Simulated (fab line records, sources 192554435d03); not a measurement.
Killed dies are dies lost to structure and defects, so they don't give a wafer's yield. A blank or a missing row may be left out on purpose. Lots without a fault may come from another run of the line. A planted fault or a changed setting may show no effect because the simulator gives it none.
Which tool did it? | flow n5_finfet | 24 lots, 72 wafers sampled, at 4 steps of a route of 1938

WHAT THE GAUGES READ, wafer by wafer
N5_BEOL_M15_INSPECT_55: inspects for defects (darkfield).
lot  | measured     | on                | raw_defect_count
L074 | day 11 10:22 | defect_inspect-02 | 112 61 63
L075 | day 11 12:07 | defect_inspect-02 | 82 93 78
L076 | day 12 06:35 | defect_inspect-02 | 85 72 58
L077 | day 12 07:11 | defect_inspect-01 | 65 96 57
L078 | day 12 12:50 | defect_inspect-01 | 59 59 46
L081 | day 13 04:43 | defect_inspect-02 | 91 60 100
L079 | day 13 06:11 | defect_inspect-02 | 66 71 88
L080 | day 13 11:28 | defect_inspect-02 | 72 70 81
L082 | day 13 18:59 | defect_inspect-01 | 107 147 130
L083 | day 14 08:34 | defect_inspect-01 | 57 42 67
L084 | day 14 11:55 | defect_inspect-02 | 49 68 69
L085 | day 14 22:19 | defect_inspect-01 | 40 42 30
L086 | day 14 22:37 | defect_inspect-01 | 123 35 76
L088 | day 15 01:02 | defect_inspect-02 | 53 56 46
L087 | day 15 06:28 | defect_inspect-02 | 54 61 96
L089 | day 15 10:05 | defect_inspect-01 | 36 51 58
L091 | day 15 15:25 | defect_inspect-01 | 48 74 63
L090 | day 15 21:59 | defect_inspect-01 | 45 43 60
L093 | day 16 14:53 | defect_inspect-01 | 37 85 59
L092 | day 16 20:35 | defect_inspect-02 | 66 55 155
L095 | day 17 01:40 | defect_inspect-01 | 70 67 41
L094 | day 17 01:52 | defect_inspect-01 | 57 81 94
L097 | day 17 02:05 | defect_inspect-02 | 95 85 68
L096 | day 17 02:23 | defect_inspect-02 | 74 43 97

WHICH TOOL RAN EACH LOT (tool, then ch and the chambers of the sampled wafers, then the start)
lot  | N5_BEOL_M15_STRIP_62                          | N5_BEOL_M15_DEGAS_41         | N5_BEOL_M15_ANNEAL_48
L074 | rie_diel-02 ch 2,3, day 11 08:59 or earlier   | pvd_sputter-01, day 11 08:59 | rtp_anneal-01 ch 0, day 11 09:39
L075 | rie_diel-05 ch 1,2, day 11 10:43 or earlier   | pvd_sputter-03, day 11 10:43 | rtp_anneal-02 ch 0, day 11 11:28
L076 | rie_diel-04 ch 0,2,3, day 12 05:14 or earlier | pvd_sputter-03, day 12 05:14 | rtp_anneal-01 ch 0, day 12 05:55
L077 | rie_diel-05 ch 1,2,3, day 12 05:33 or earlier | pvd_sputter-03, day 12 05:33 | rtp_anneal-02 ch 0, day 12 06:27
L078 | rie_diel-02 ch 1,2, day 12 11:16 or earlier   | pvd_sputter-03, day 12 11:16 | rtp_anneal-02 ch 0, day 12 12:05
L081 | rie_diel-05 ch 0,2,3, day 13 03:11 or earlier | pvd_sputter-02, day 13 03:11 | rtp_anneal-01 ch 0, day 13 03:58
L079 | rie_diel-02 ch 1,2, day 13 03:30 or earlier   | pvd_sputter-01, day 13 03:30 | rtp_anneal-02 ch 0, day 13 05:26
L080 | rie_diel-04 ch 0,1,2, day 13 10:06 or earlier | pvd_sputter-03, day 13 10:06 | rtp_anneal-01 ch 0, day 13 10:41
L082 | rie_diel-05 ch 0,1,2, day 13 17:22 or earlier | pvd_sputter-01, day 13 17:22 | rtp_anneal-02 ch 0, day 13 18:04
L083 | rie_diel-04 ch 2,3, day 14 06:48 or earlier   | pvd_sputter-01, day 14 06:48 | rtp_anneal-02 ch 0, day 14 07:55
L084 | rie_diel-05 ch 1,2, day 14 10:34 or earlier   | pvd_sputter-02, day 14 10:34 | rtp_anneal-02 ch 0, day 14 11:15
L085 | rie_diel-04 ch 0,1,3, day 14 19:43 or earlier | pvd_sputter-01, day 14 19:43 | rtp_anneal-01 ch 0, day 14 21:28
L086 | rie_diel-04 ch 1,3, day 14 21:04 or earlier   | pvd_sputter-01, day 14 21:04 | rtp_anneal-02 ch 0, day 14 21:55
L088 | rie_diel-04 ch 0,1,3, day 14 23:41 or earlier | pvd_sputter-02, day 14 23:41 | rtp_anneal-02 ch 0, day 15 00:22
L087 | rie_diel-04 ch 0,2,3, day 15 05:05 or earlier | pvd_sputter-01, day 15 05:05 | rtp_anneal-02 ch 0, day 15 05:44
L089 | rie_diel-05 ch 0,1,3, day 15 08:31 or earlier | pvd_sputter-03, day 15 08:31 | rtp_anneal-01 ch 0, day 15 09:26
L091 | rie_diel-05 ch 0,2,3, day 15 13:58 or earlier | pvd_sputter-01, day 15 13:58 | rtp_anneal-01 ch 0, day 15 14:40
L090 | rie_diel-05 ch 0,1, day 15 20:38 or earlier   | pvd_sputter-01, day 15 20:38 | rtp_anneal-01 ch 0, day 15 21:20
L093 | rie_diel-05 ch 1,2,3, day 16 13:25 or earlier | pvd_sputter-02, day 16 13:25 | rtp_anneal-02 ch 0, day 16 14:01
L092 | rie_diel-04 ch 0,1,3, day 16 19:15 or earlier | pvd_sputter-02, day 16 19:15 | rtp_anneal-01 ch 0, day 16 19:51
L095 | rie_diel-05 ch 1,2,3, day 17 00:16 or earlier | pvd_sputter-01, day 17 00:16 | rtp_anneal-01 ch 0, day 17 00:55
L094 | rie_diel-02 ch 1,3, day 17 00:16 or earlier   | pvd_sputter-02, day 17 00:16 | rtp_anneal-02 ch 0, day 17 01:07
L097 | rie_diel-05 ch 0,2, day 17 00:35 or earlier   | pvd_sputter-01, day 17 00:35 | rtp_anneal-02 ch 0, day 17 01:21
L096 | rie_diel-02 ch 0,2,3, day 17 00:37 or earlier | pvd_sputter-03, day 17 00:37 | rtp_anneal-02 ch 0, day 17 01:40
- N5_BEOL_M15_STRIP_62: strips in O2.
- N5_BEOL_M15_DEGAS_41: time 60 s.
- N5_BEOL_M15_ANNEAL_48: time 90 s.

WHAT THE TOOLS THEMSELVES READ (means of the sampled wafers that have a number; where no wafer has one, the mark that the record gives instead)
N5_BEOL_M15_STRIP_62.
lot  | tool        | drypump_motor_current_A (A) | oes_product_au (a.u.) | rf_vpp_V (V) | showerhead_plenum_p_Torr (Torr) | throttle_valve_pct (%)
L074 | rie_diel-02 | 5.9                         | 0.70                  | 3.3          | 2.08                            | 17.06
L075 | rie_diel-05 | 5.9                         | 0.81                  | 3.7          | 2.05                            | 16.50
L076 | rie_diel-04 | 5.4                         | 0.84                  | 3.7          | 2.10                            | 16.51
L077 | rie_diel-05 | 5.8                         | 0.78                  | 3.6          | 2.09                            | 16.72
L078 | rie_diel-02 | 6.1                         | 0.82                  | 3.6          | 2.14                            | 16.87
L081 | rie_diel-05 | 5.5                         | 0.75                  | 3.8          | 2.11                            | 16.93
L079 | rie_diel-02 | 6.1                         | 0.80                  | 3.7          | 2.13                            | 16.88
L080 | rie_diel-04 | 5.7                         | 0.83                  | 3.8          | 2.09                            | 16.59
L082 | rie_diel-05 | 5.6                         | 0.78                  | 3.7          | 2.07                            | 16.74
L083 | rie_diel-04 | 5.4                         | 0.85                  | 3.7          | 2.13                            | 16.49
L084 | rie_diel-05 | 5.8                         | 0.79                  | 3.6          | 2.04                            | 16.52
L085 | rie_diel-04 | 5.7                         | 0.80                  | 3.6          | 2.09                            | 16.70
L086 | rie_diel-04 | 6.1                         | 0.83                  | 3.4          | 2.12                            | 16.71
L088 | rie_diel-04 | 5.7                         | 0.81                  | 3.6          | 2.09                            | 16.70
L087 | rie_diel-04 | 5.4                         | 0.81                  | 3.6          | 2.09                            | 16.57
L089 | rie_diel-05 | 5.5                         | 0.75                  | 4.1          | 2.07                            | 16.83
L091 | rie_diel-05 | 5.6                         | 0.74                  | 3.6          | 2.10                            | 16.97
L090 | rie_diel-05 | 5.5                         | 0.78                  | 3.7          | 2.03                            | 16.63
L093 | rie_diel-05 | 5.8                         | 0.74                  | 3.4          | 2.08                            | 16.77
L092 | rie_diel-04 | 5.7                         | 0.79                  | 3.3          | 2.08                            | 16.73
L095 | rie_diel-05 | 5.8                         | 0.74                  | 3.7          | 2.08                            | 16.77
L094 | rie_diel-02 | 5.9                         | 0.92                  | 4.0          | 2.11                            | 16.66
L097 | rie_diel-05 | 5.6                         | 0.73                  | 3.9          | 2.09                            | 16.93
L096 | rie_diel-02 | 5.9                         | 0.83                  | 3.5          | 2.08                            | 16.80

N5_BEOL_M15_DEGAS_41.
lot  | tool           | heater_power_w (W)
L074 | pvd_sputter-01 | 479
L075 | pvd_sputter-03 | 518
L076 | pvd_sputter-03 | 396
L077 | pvd_sputter-03 | 430
L078 | pvd_sputter-03 | 481
L081 | pvd_sputter-02 | 478
L079 | pvd_sputter-01 | 458
L080 | pvd_sputter-03 | 490
L082 | pvd_sputter-01 | 468
L083 | pvd_sputter-01 | 458
L084 | pvd_sputter-02 | 476
L085 | pvd_sputter-01 | 445
L086 | pvd_sputter-01 | 469
L088 | pvd_sputter-02 | 490
L087 | pvd_sputter-01 | 463
L089 | pvd_sputter-03 | 472
L091 | pvd_sputter-01 | 449
L090 | pvd_sputter-01 | 480
L093 | pvd_sputter-02 | 495
L092 | pvd_sputter-02 | 489
L095 | pvd_sputter-01 | 452
L094 | pvd_sputter-02 | 476
L097 | pvd_sputter-01 | 445
L096 | pvd_sputter-03 | 495

N5_BEOL_M15_ANNEAL_48.
lot  | tool          | wafer_temp_C_max
L074 | rtp_anneal-01 | 226.5
L075 | rtp_anneal-02 | 226.9
L076 | rtp_anneal-01 | 226.8
L077 | rtp_anneal-02 | 227.1
L078 | rtp_anneal-02 | 226.9
L081 | rtp_anneal-01 | 226.6
L079 | rtp_anneal-02 | 227.0
L080 | rtp_anneal-01 | 226.5
L082 | rtp_anneal-02 | 226.6
L083 | rtp_anneal-02 | 226.8
L084 | rtp_anneal-02 | 226.9
L085 | rtp_anneal-01 | 226.6
L086 | rtp_anneal-02 | 226.8
L088 | rtp_anneal-02 | 227.6
L087 | rtp_anneal-02 | 227.0
L089 | rtp_anneal-01 | 226.5
L091 | rtp_anneal-01 | 226.4
L090 | rtp_anneal-01 | 226.8
L093 | rtp_anneal-02 | 226.2
L092 | rtp_anneal-01 | 226.9
L095 | rtp_anneal-01 | 226.5
L094 | rtp_anneal-02 | 226.8
L097 | rtp_anneal-02 | 226.5
L096 | rtp_anneal-02 | 226.6

THE ANSWER, worked out from the rows above alone
Rule: what is usual is taken from the lots themselves. Put in order of their means at a reading, lots are off if they are a third of the lots or fewer, leave a main group of 4 or more, and stand apart from it by a gap of 3 or more times the standard deviation of the main group's means; of several such gaps the widest counts. A main group whose means are all the same, to the digits that the tables above print for the reading, isn't used. A lot without any number at a reading at which 4 lots or more have one is off too. The other lots that the step has rows for count as sound. The gauges are gone through in route order, then the tools' own readings, and for those a lot's mean is taken as printed above. The first step at which some lot is off is used, and at that step the reading that is off furthest; a lot without a number counts as furthest.
No lot is off at any reading shown: from this, nothing can be told.

WHAT THE SIMULATOR HAD PUT IN
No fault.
